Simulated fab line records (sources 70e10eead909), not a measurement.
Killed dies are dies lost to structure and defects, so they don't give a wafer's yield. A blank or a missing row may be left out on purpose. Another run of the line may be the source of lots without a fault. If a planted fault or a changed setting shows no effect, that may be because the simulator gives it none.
What tool caused it? -- flow nand harc -- 24 lots with 72 wafers sampled at 4 steps, on a route of 1159 steps

## WHAT THE GAUGES READ, wafer by wafer
NHARC_P_M1_THK_MEAS_24: measures by xrf.
lot,measured,on,thk nm (nm)
L074,day 5 22:17,film metro-01,158.0 158.1 158.9
L075,day 6 10:53,film metro-01,156.6 153.6 157.8
L076,day 6 17:10,film metro-01,157.1 154.5 154.4
L077,day 6 23:10,film metro-01,157.1 158.4 156.2
L078,day 7 02:43,film metro-01,157.1 158.4 156.4
L079,day 7 07:11,film metro-01,157.4 158.0 156.4
L080,day 7 18:40,film metro-01,158.0 156.2 154.0
L082,day 8 02:26,film metro-02,155.6 153.4 153.9
L081,day 8 03:11,film metro-01,158.6 158.8 159.7
L083,day 8 03:44,film metro-01,159.6 159.6 155.2
L085,day 8 15:03,film metro-01,158.0 156.6 155.9
L084,day 8 15:17,film metro-01,158.4 157.4 159.3
L087,day 9 04:40,film metro-01,155.6 156.4 155.8
L086,day 9 05:01,film metro-01,156.7 158.9 158.9
L088,day 9 11:36,film metro-01,157.9 155.9 157.4
L090,day 9 18:15,film metro-02,158.3 156.4 155.8
L089,day 10 07:52,film metro-01,155.0 158.2 157.0
L092,day 10 09:19,film metro-02,155.6 157.7 157.5
L091,day 10 11:15,film metro-02,154.4 158.4 158.2
L093,day 10 20:28,film metro-02,159.3 155.7 156.7
L094,day 10 23:29,film metro-02,155.2 158.0 153.3
L095,day 11 08:50,film metro-02,154.9 158.2 157.2
L096,day 11 14:26,film metro-01,157.5 157.8 154.7
L097,day 11 15:10,film metro-02,158.9 158.7 156.3

NHARC_P_M1_INSPECT_27.
lot,measured,on,raw defect count
L074,day 5 22:27,defect inspect-02,244 230 262
L075,day 6 11:03,defect inspect-01,214 245 270
L076,day 6 17:19,defect inspect-01,252 259 469
L077,day 6 23:19,defect inspect-01,388 350 488
L078,day 7 02:53,defect inspect-01,246 175 344
L079,day 7 07:20,defect inspect-01,322 242 294
L080,day 7 18:50,defect inspect-01,197 158 296
L082,day 8 02:35,defect inspect-02,427 232 261
L081,day 8 03:20,defect inspect-01,488 642 302
L083,day 8 03:53,defect inspect-01,287 171 257
L085,day 8 15:13,defect inspect-01,382 344 384
L084,day 8 15:26,defect inspect-02,446 250 183
L087,day 9 04:50,defect inspect-01,466 152 393
L086,day 9 05:10,defect inspect-01,323 239 361
L088,day 9 11:46,defect inspect-01,302 424 314
L090,day 9 18:25,defect inspect-01,425 383 292
L089,day 10 08:01,defect inspect-02,492 401 491
L092,day 10 09:29,defect inspect-01,231 276 379
L091,day 10 11:25,defect inspect-02,199 234 209
L093,day 10 20:37,defect inspect-02,383 182 174
L094,day 10 23:39,defect inspect-01,170 191 223
L095,day 11 08:59,defect inspect-01,207 218 446
L096,day 11 14:37,defect inspect-02,183 167 214
L097,day 11 15:21,defect inspect-02,221 151 178

## WHAT TOOL EACH LOT RAN ON (gives the tool, then ch and the chambers of the sampled wafers, and finally the start)
lot,NHARC_P_M0_DEGAS_28,NHARC_P_M1_PRE_CLEAN_30
L074,"pvd sputter-01, day 5 16:39","pvd sputter-02, day 5 22:17 or earlier"
L075,"pvd sputter-02, day 6 04:53","pvd sputter-03, day 6 10:53 or earlier"
L076,"pvd sputter-02, day 6 11:40","pvd sputter-02, day 6 17:10 or earlier"
L077,"pvd sputter-02, day 6 17:19","pvd sputter-02, day 6 23:10 or earlier"
L078,"pvd sputter-03, day 6 20:44","pvd sputter-01, day 7 02:43 or earlier"
L079,"pvd sputter-03, day 7 01:40","pvd sputter-02, day 7 07:11 or earlier"
L080,"pvd sputter-01, day 7 10:51","pvd sputter-02, day 7 18:40 or earlier"
L082,"pvd sputter-03, day 7 20:44","pvd sputter-03, day 8 02:26 or earlier"
L081,"pvd sputter-03, day 7 21:14","pvd sputter-03, day 8 03:11 or earlier"
L083,"pvd sputter-03, day 7 22:03","pvd sputter-01, day 8 03:44 or earlier"
L085,"pvd sputter-03, day 8 08:43","pvd sputter-01, day 8 15:03 or earlier"
L084,"pvd sputter-01, day 8 09:39","pvd sputter-02, day 8 15:17 or earlier"
L087,"pvd sputter-01, day 8 23:07","pvd sputter-03, day 9 04:40 or earlier"
L086,"pvd sputter-03, day 8 23:21","pvd sputter-02, day 9 05:01 or earlier"
L088,"pvd sputter-01, day 9 05:52","pvd sputter-03, day 9 11:36 or earlier"
L090,"pvd sputter-01, day 9 12:35","pvd sputter-02, day 9 18:15 or earlier"
L089,"pvd sputter-03, day 10 02:22","pvd sputter-03, day 10 07:52 or earlier"
L092,"pvd sputter-03, day 10 03:36","pvd sputter-03, day 10 09:19 or earlier"
L091,"pvd sputter-03, day 10 05:34","pvd sputter-03, day 10 11:15 or earlier"
L093,"pvd sputter-03, day 10 14:26","pvd sputter-02, day 10 20:28 or earlier"
L094,"pvd sputter-01, day 10 18:02","pvd sputter-03, day 10 23:29 or earlier"
L095,"pvd sputter-01, day 11 03:23","pvd sputter-03, day 11 08:50 or earlier"
L096,"pvd sputter-01, day 11 08:39","pvd sputter-03, day 11 14:26 or earlier"
L097,"pvd sputter-02, day 11 09:33","pvd sputter-01, day 11 15:10 or earlier"
- NHARC_P_M0_DEGAS_28: time 60 s.
- NHARC_P_M1_PRE_CLEAN_30: time 30 s.

## WHAT THE TOOLS THEMSELVES READ (means of the sampled wafers that have a number; where no wafer has one, the mark that the record gives instead)
NHARC_P_M0_DEGAS_28.
lot,tool,heater power w (W)
L074,pvd sputter-01,362
L075,pvd sputter-02,327
L076,pvd sputter-02,323
L077,pvd sputter-02,311
L078,pvd sputter-03,343
L079,pvd sputter-03,366
L080,pvd sputter-01,356
L082,pvd sputter-03,353
L081,pvd sputter-03,348
L083,pvd sputter-03,384
L085,pvd sputter-03,365
L084,pvd sputter-01,362
L087,pvd sputter-01,351
L086,pvd sputter-03,368
L088,pvd sputter-01,344
L090,pvd sputter-01,357
L089,pvd sputter-03,377
L092,pvd sputter-03,349
L091,pvd sputter-03,390
L093,pvd sputter-03,369
L094,pvd sputter-01,357
L095,pvd sputter-01,353
L096,pvd sputter-01,351
L097,pvd sputter-02,330

NHARC_P_M1_PRE_CLEAN_30.
lot,tool,heater power w (W)
L074,pvd sputter-02,388
L075,pvd sputter-03,445
L076,pvd sputter-02,364
L077,pvd sputter-02,385
L078,pvd sputter-01,434
L079,pvd sputter-02,377
L080,pvd sputter-02,401
L082,pvd sputter-03,471
L081,pvd sputter-03,446
L083,pvd sputter-01,418
L085,pvd sputter-01,430
L084,pvd sputter-02,398
L087,pvd sputter-03,418
L086,pvd sputter-02,391
L088,pvd sputter-03,459
L090,pvd sputter-02,388
L089,pvd sputter-03,468
L092,pvd sputter-03,427
L091,pvd sputter-03,449
L093,pvd sputter-02,402
L094,pvd sputter-03,447
L095,pvd sputter-03,419
L096,pvd sputter-03,429
L097,pvd sputter-01,437

## THE ANSWER, worked out from the rows above alone
Rule: the lots themselves supply what counts as usual. Put in order of their means at a reading, lots are off if they are a third of the lots or fewer, leave a main group of 4 or more, and stand apart from it by a gap of 3 or more times the standard deviation of the main group's means; of several such gaps the widest counts. A main group whose means are all the same, to the digits that the tables above print for the reading, isn't used. Also off: a lot with no number at a reading for which 4 or more lots have one. Where the step has rows for the other lots, those lots are counted as sound. First the gauges in route order, then the tools' own readings, where a lot's mean is used as printed above. At the first step where some lot is off, the reading lying furthest off is the one used; lots without a number count as furthest.
Nothing can be told from this: no lot is off at any reading shown.

## WHAT WAS PUT IN BY THE SIMULATOR
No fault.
